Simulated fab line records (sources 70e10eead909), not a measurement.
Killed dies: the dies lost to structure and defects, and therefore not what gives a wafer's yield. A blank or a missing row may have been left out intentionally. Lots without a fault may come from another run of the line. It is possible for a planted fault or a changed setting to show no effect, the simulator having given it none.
2 desks looking at one fault | flow nand_harc | only its own numbers are on each desk; what lay behind them is given at the end

## THE METROLOGY DESK
What the gauges read for every lot (on any tool): the sampled wafers with a number, averaged. Any lot whose mean is over 4 standard deviations away from the usual mean is out of limits and marked OUT; that distance is given in the brackets.
Columns: A = thk_nm at NHARC_A_SOURCE_PLATE_THK_MEAS_06, usual 199.8 nm; B = thk_nm at NHARC_A_ONON_D1_THK_MEAS_34, usual 200 nm; C = cd_nm at NHARC_A_CHANNEL_HOLE_D1_CD_MEAS_10, usual 100.0 nm
lot  | first seen here | A     | B             | C
L909 | day 7 21:14     | 200.0 | 202           | 100.1
L910 | day 8 00:50     | 200.7 | 202           | 99.2
L911 | day 8 16:26     | 203.5 | 200           | 99.7
L913 | day 9 11:47     | 197.9 | 200           | 100.5
L921 | day 12 13:38    | 200.6 | 243 (+14) OUT | 99.9
L923 | day 13 16:02    | 200.2 | 257 (+18) OUT | 99.5
L925 | day 14 14:32    | 201.5 | 203           | 100.0
L926 | day 15 02:10    | 199.2 | 200           | 100.2
L927 | day 15 02:10    | 200.4 | 199           | 100.5
L929 | day 16 01:26    | 197.5 | 203           | 98.9
L930 | day 16 09:20    | 201.7 | 199           | 100.6
L931 | day 17 01:35    | 197.9 | 202           | 100.2
L932 | day 17 16:47    | 197.8 | 200           | 100.8
This desk's verdict: out of limits on L921, L923, starting with L921 at day 13 03:05 (thk_nm at NHARC_A_ONON_D1_THK_MEAS_34). L909, L910, L911, L913, L925, L926, L927, L929, L930, L931, L932 stayed within limits.

## DESK OF THE TOOL OWNER: pecvd-03
The tool's own readings at NHARC_A_ONON_D1_DEP_33 (deposits SiO2, target thk 200 nm): means of the sampled wafers that have a number, for each lot that ran on this tool. Any lot whose mean is over 4 standard deviations away from the usual mean is out of limits and marked OUT; that distance is given in the brackets.
Columns: A = heater_power_w at NHARC_A_ONON_D1_DEP_33, usual 602 W; B = throttle_valve_pct at NHARC_A_ONON_D1_DEP_33, usual 15.8 %
lot  | first seen here | A   | B
L909 | day 8 10:45     | 498 | 15.2
L913 | day 10 00:47    | 550 | 15.4
L921 | day 13 02:40    | 566 | 15.4
L923 | day 14 07:22    | 520 | 14.9
L930 | day 16 22:23    | 611 | 15.2
This desk's finding: nothing out of limits on any of the 5 lots.

## TAKEN TOGETHER
At day 13 03:05 the metrology desk could have sounded an alarm, on L921, L923.
The desk of the tool owner found nothing out of limits.
On record at the tool owner's desk: L921, L923, within its limits.
Every lot named ran NHARC_A_ONON_D1_DEP_33 on pecvd-03.

## WHAT WAS PUT IN BY THE SIMULATOR
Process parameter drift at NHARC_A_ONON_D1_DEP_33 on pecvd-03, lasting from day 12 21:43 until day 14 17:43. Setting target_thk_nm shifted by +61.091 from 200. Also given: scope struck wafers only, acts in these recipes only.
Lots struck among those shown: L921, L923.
Hours from the fault's start to each desk's first reading out of limits: the metrology desk, 5.
